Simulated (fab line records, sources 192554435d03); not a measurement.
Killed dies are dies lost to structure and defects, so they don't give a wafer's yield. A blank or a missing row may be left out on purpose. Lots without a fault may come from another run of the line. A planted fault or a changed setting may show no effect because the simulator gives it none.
fab line records | flow n5_finfet
record lots=4 wafers=12 last_day=16
route steps=1938 shown PMOS_HMC_CHANNEL_EPI@75 FIN_SAQP@90 BEOL_M4@1111 PASSIVATION@1936
lots that met no fault: from a run of the same line without faults
start_h: hours from the record's first day to the start of the lot's first wafer shown | wait_h: hours since the lot's step before | " the same as in the row above | L1.1+2: a row that stands for several wafers | - no value, or no start given | * or withheld: withheld | < > ~ a bound
route shown NAME@n: a module of which the file shows steps, and the number in the route of the first | usual: mean/standard deviation of fault-free wafers | same: alike in all rows | chamber/n: place in a boat | sites: the reading at each site | _std_site: their standard deviation | _edge_site: outer sites' mean less inner sites' | radius_mm: how far each site lies from the wafer's centre | mask NAME#n: copy n | behind: the tool/chamber that last shaped the wafer | hold: why the lot was held/for how many hours/how that ended | device: the transistor (n, p or np) that didn't switch | end of line: the same wafers' tests at the end of the route | a step without rows: its recipe alone | killed: dies lost to structure and defects at the first sort, not the wafer's yield | map: a wafer's dies, x killed, . not, _ none there
set.NAME: the setting as run; set.NAME@STEP: as run at that earlier step | model.NAME: the simulator's own value behind a step, which no gauge read
lots at some steps of the route; a table a step, a row a wafer
## steps
# step N5_PMOS_HMC_CHANNEL_EPI_PRECLEAN_36
# recipe chemistry=O3/DIW time_s=45 temp_c=22 o3_ppm=10
# step N5_PMOS_HMC_CHANNEL_EPI_PRECLEAN_18
# recipe chemistry=DHF time_s=30 temp_c=25 dilution=withheld
# step N5_PMOS_HMC_CHANNEL_EPI_SRD_19
# recipe dry=ipa_marangoni do_ppb=5 time_s=30 temp_c=23 rinse_liquid=diw
# step N5_PMOS_HMC_CHANNEL_EPI_EPI_20
# recipe material=SiGe30 mask_material=SiO2 pressure_torr=20 target_thk_a=590 temp_c=600
# step N5_PMOS_HMC_CHANNEL_EPI_HM_STRIP_35
# recipe chemistry=dHF temp_c=25 material=SiO2 target=SiO2 target_depth_a=396 time_s=216
# step N5_PMOS_HMC_CHANNEL_EPI_SRD_39
# recipe dry=ipa_marangoni time_s=30 temp_c=23 rinse_liquid=diw
# step N5_PMOS_HMC_CHANNEL_EPI_CMP_21
# recipe material=SiGe30 post_cmp_clean=alkaline_brush target_thk_nm=54
# step N5_PMOS_HMC_CHANNEL_EPI_PRECLEAN_40
# recipe chemistry=DHF time_s=30 temp_c=25 dilution=withheld
# step N5_PMOS_HMC_CHANNEL_EPI_PRECLEAN_37
# recipe chemistry=O3/DIW time_s=45 temp_c=22 o3_ppm=10
# step N5_PMOS_HMC_CHANNEL_EPI_PRECLEAN_24
# recipe chemistry=DHF time_s=30 temp_c=25 dilution=withheld
# step N5_PMOS_HMC_CHANNEL_EPI_SRD_25
# recipe dry=ipa_marangoni do_ppb=5 time_s=30 temp_c=23 rinse_liquid=diw
# step N5_PMOS_HMC_CHANNEL_EPI_EPI_26
# recipe material=Si target_thk_a=38 temp_c=650 precursor=SiH4/H2 pressure_torr=20 time_s=22.7
# usual chamber_pressure_Torr=20.00/0.045 lamp_inner_pct=12.5/0.88 throttle_valve_pct=11.1/0.44
# columns lot.wafer tool chamber start_h wait_h chamber_pressure_Torr lamp_inner_pct throttle_valve_pct
L375.1 epi_rpcvd-02 - 49.61 0.0 - - -
L375.3 " - " " - - -
L375.5 " - " " - - -
L376.1 epi_rpcvd-03 - 55.62 0.0 - - -
L376.3 " - " " - - -
L376.6 " - " " - - -
L385.1 epi_rpcvd-02 0 110.37 0.0 20.05 12.5 10.8
L385.3 " 0 " " 20.01 12.4 10.8
L385.5 " 0 " " 20.03 12.7 10.9
L387.2 epi_rpcvd-03 0 122.83 0.1 19.93 11.7 11.4
L387.4 " 0 " " 20.01 11.7 11.6
L387.5 " 0 " " 20.00 11.8 11.6
# step N5_FIN_SAQP_PRECLEAN_42
# recipe chemistry=O3/DIW time_s=60 temp_c=22 o3_ppm=10
# step N5_FIN_SAQP_PRECLEAN_00
# recipe chemistry=SC1 time_s=60 temp_c=55 mix=1:2:50
# step N5_FIN_SAQP_PRECLEAN_44
# recipe chemistry=SC2 time_s=45 temp_c=35 mix=1:1:50
# step N5_FIN_SAQP_SRD_01
# recipe dry=ipa_marangoni time_s=30 temp_c=23 rinse_liquid=diw
# step N5_FIN_SAQP_ALD_61
# recipe material=SiO2 target_thk_a=40 temp_c=300 ald_precursor_family=BDEAS ald_co_reactant=O2-plasma pulse_time_s=1 purge_time_s=2 co_reactant_purge_time_s=2 ald_cycles=43 pressure_torr=2
# step N5_FIN_SAQP_DENSIFY_62
# recipe temp_c=700 time_s=60 ambient=N2 idle_temp_c=600 ramp_up_c_per_s=150 ramp_down_c_per_s=60 cool_to_c=600
# step N5_FIN_SAQP_HM_DEP_03
# recipe material=SiNx target_thk_a=380 temp_c=400 precursor=SiH4/NH3/N2 pressure_torr=1.5 rf_w=300 time_s=33.6
# step N5_FIN_SAQP_PECVD_47
# recipe material=a-Si target_thk_a=450 temp_c=400 precursor=SiH4/He pressure_torr=3 rf_w=100 time_s=36.3
# step N5_FIN_SAQP_PECVD_48
# recipe material=SiNx target_thk_a=250 temp_c=400 precursor=SiH4/NH3/N2 pressure_torr=1.5 rf_w=300 time_s=22.1
# step N5_FIN_SAQP_PECVD_06
# recipe material=a-Si target_thk_a=600 temp_c=400 precursor=SiH4/He pressure_torr=3 rf_w=100 time_s=48.1
# step N5_FIN_SAQP_HM_DEP_72
# recipe material=SiO2 target_thk_a=120 temp_c=400 precursor=SiH4/N2O pressure_torr=0.75 rf_w=275 time_s=7.2
# step N5_FIN_SAQP_COAT_49
# recipe resist=SOC temp_c=250 time_s=60 spin_rpm=1500 resist_thk_nm=100
# step N5_FIN_SAQP_COAT_50
# recipe resist=SiARC temp_c=220 time_s=60 spin_rpm=1500 resist_thk_nm=35
# step N5_FIN_SAQP_COAT_10
# recipe resist=CAR-ArF spin_rpm=1500 resist_thk_nm=90
# step N5_FIN_SAQP_EBR_12
# recipe solvent=PGMEA ebr_width_mm=1.5
# step N5_FIN_SAQP_SOFTBAKE_11
# recipe temp_c=110 time_s=60 resist=CAR-ArF
# step N5_FIN_SAQP_EXPOSE_13
# recipe mask_id=FIN_CORE na=1.35 source_shape=dipole sigma_inner=0.538 sigma_outer=0.738 polarization=te target_cd_nm=35.6 dose_mj=63.25
# step N5_FIN_SAQP_PEB_14
# recipe peb_temp_c=withheld peb_time_s=60 resist=CAR-ArF
# step N5_FIN_SAQP_DEVELOP_15
# recipe develop_time_s=30 developer=TMAH resist=CAR-ArF dev_temp_c=23 rinse_liquid=diw dry=air_spin
# step N5_FIN_SAQP_DESCUM_21
# recipe chemistry=O2 time_s=7.9 source_power_w=50 bias_power_w=20 pressure_mtorr=20 rf_frequency_hz=2.712e+07 temp_c=40 resist=CAR-ArF o2_flow_sccm=225
# step N5_FIN_SAQP_ETCH_51
# recipe chemistry=CF4 target=SiARC target_depth_a=455 mask_material=CAR-ArF time_s=75.8 ion_energy_ev=80 pressure_mtorr=40 source_w=545 bias_w=36 Ar_flow_sccm=100 cf4_flow_sccm=100 ends=cleared
# step N5_FIN_SAQP_ETCH_52
# recipe chemistry=N2/H2 target=SOC target_depth_a=1000 overetch_a=200 mask_material=SiARC temp_c=40 time_s=150 ion_energy_ev=200 pressure_mtorr=30 source_w=840 bias_w=150 n2_flow_sccm=200 h2_flow_sccm=200 ends=end_point
# step N5_BEOL_M4_RC_MEAS_101
# usual CJ_N=4.34/0.1 DIBL_N=36.2/2 DIBL_P=36.1/2.4 IOFF_N=0.16/0.035 IOFF_P=0.22/0.041 ION_N=675/14 ION_P=465/8.6 RS_PWELL=3005/23 SS_N=71.5/0.64 SS_P=73.2/0.76 VT_N=250/3.9 VT_P=-249/3.4
# columns lot.wafer tool chamber start_h wait_h CJ_N DIBL_N[mV/V] DIBL_P[mV/V] IOFF_N[nA/um] IOFF_P[nA/um] ION_N[uA/um] ION_P[uA/um] RS_PWELL[ohm/sq] SS_N[mV/dec] SS_P[mV/dec] VT_N[mV] VT_P[mV]
L376.1 prober-01 0 205.99 0.0 4.73 36.9 36.8 0.17 0.23 670 459 3084 71.8 73.7 248 -252
L376.3 " 0 " " 4.72 35.2 35.6 0.14 0.22 671 466 3098 71.3 73.7 253 -250
L376.6 " 0 " " 4.69 35.4 35.8 0.14 0.21 669 458 3094 71.2 74.3 251 -250
L375.1 prober-02 0 209.04 0.0 4.79 37.2 36.9 0.16 0.21 676 462 3051 71.6 74.3 252 -251
L375.3 " 0 " " 4.72 34.7 34.3 0.12 0.17 660 449 3073 71.1 73.2 252 -254
L375.5 " 0 " " 4.76 37.5 37.2 0.16 0.21 677 464 3083 72.3 73.0 252 -254
L385.1 prober-02 0 264.19 0.0 4.32 36.1 36.4 0.16 0.22 680 467 2984 71.8 72.4 249 -249
L385.3 " 0 " " 4.31 38.4 39.1 0.21 0.26 705 477 2983 72.2 74.0 245 -246
L385.5 " 0 " " 4.32 40.5 41.2 0.26 0.30 701 474 2975 73.4 74.6 243 -246
L387.2 prober-02 0 272.44 0.2 4.30 36.9 35.5 0.15 0.19 667 455 3031 71.9 73.3 252 -254
L387.4 " 0 " " 4.36 37.5 36.9 0.18 0.23 683 469 2990 72.2 73.4 246 -247
L387.5 " 0 " " 4.34 35.0 33.8 0.13 0.18 679 471 3001 70.1 73.1 254 -251
# step N5_PASSIVATION_PROBE_49
# usual defect_limited_yield=91.1/1.4 killed_at_M0_to_M3=36/9.9 killed_at_M4_up=13/5.8 killed_at_contacts=14/5.9 killed_at_front_end=39/11 killed_at_other=3.4/2.9 killed_dies=105/17 killed_open=70/13 killed_short=34/7.3 sort_bin_5_function=5.3/1 sort_bin_6_memory=3.3/0.62 sort_n_pass=1075/17 sort_yield_pct=91.1/1.4
# same gross_dies=1180 killed_at_back_side=0 sort_bin_4_leakage[%]=0 sort_bin_8_speed[%]=0
# columns lot.wafer tool chamber start_h wait_h defect_limited_yield[%] killed_at_M0_to_M3 killed_at_M4_up killed_at_contacts killed_at_front_end killed_at_other killed_dies killed_open killed_short sort_bin_5_function[%] sort_bin_6_memory[%] sort_n_pass sort_yield_pct[%]
L375.1 prober-02 - 320.22 0.0 90.4 48 16 3 44 2 113 70 42 5.0 4.0 1067 90.4
L375.3 prober-02 - 320.32 0.1 91.7 40 15 10 32 1 98 71 27 4.7 3.0 1082 91.7
L375.5 prober-02 - 320.42 0.2 92.0 38 12 17 24 3 94 61 33 4.4 3.4 1086 92.0
# killed by level:class
L375.1 BEOL_M0_SAQP:geometric_particle:short=14 BEOL_M3:geometric_particle:open=12 BEOL_M0_SAQP:geometric_particle:open=9 STI_FIN_REVEAL:geometric_particle:open=7 BEOL_M1:geometric_particle:open=7 FIN_SAQP:geometric_particle:short=6 DUMMY_GATE:geometric_particle:open=6 FIN_SAQP:geometric_particle:open=5
L375.3 BEOL_M3:geometric_particle:open=11 FIN_SAQP:geometric_particle:open=9 BEOL_M2:geometric_particle:open=9 MOL_CONTACT_COAG:geometric_particle:open=7 STI_FIN_REVEAL:geometric_particle:open=6 BEOL_M0_SAQP:geometric_particle:open=6 BEOL_M1:geometric_particle:open=6 BEOL_M5:geometric_particle:open=5
L375.5 MOL_CONTACT_COAG:geometric_particle:open=16 BEOL_M3:geometric_particle:open=13 STARTING-WAFER:geometric_particle:short=5 BEOL_M0_SAQP:geometric_particle:short=5 BEOL_M1:geometric_particle:open=5 STI_FIN_REVEAL:geometric_particle:open=4 DUMMY_GATE:geometric_particle:open=4 BEOL_M0:geometric_particle:short=4
## key
first_sign step=N5_PMOS_HMC_CHANNEL_EPI_EPI_26 reading=tool_record direction=missing
effect step=N5_BEOL_M4_RC_MEAS_101 reading=CJ_N direction=up sigmas=3.8 usual=4.34 struck=4.74
effect step=N5_BEOL_M4_RC_MEAS_101 reading=RS_PWELL direction=up sigmas=3.3 usual=3005 struck=3081
met_at N5_PMOS_HMC_CHANNEL_EPI_EPI_26
struck_wafers L375.1,L375.3,L375.5,L376.1,L376.3,L376.6
fault kind=skipped_step_whole tool=epi_rpcvd-02,epi_rpcvd-03 chamber=- onset_h=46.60 steps=N5_PMOS_HMC_CHANNEL_EPI_EPI_26 scope=struck_lots_only
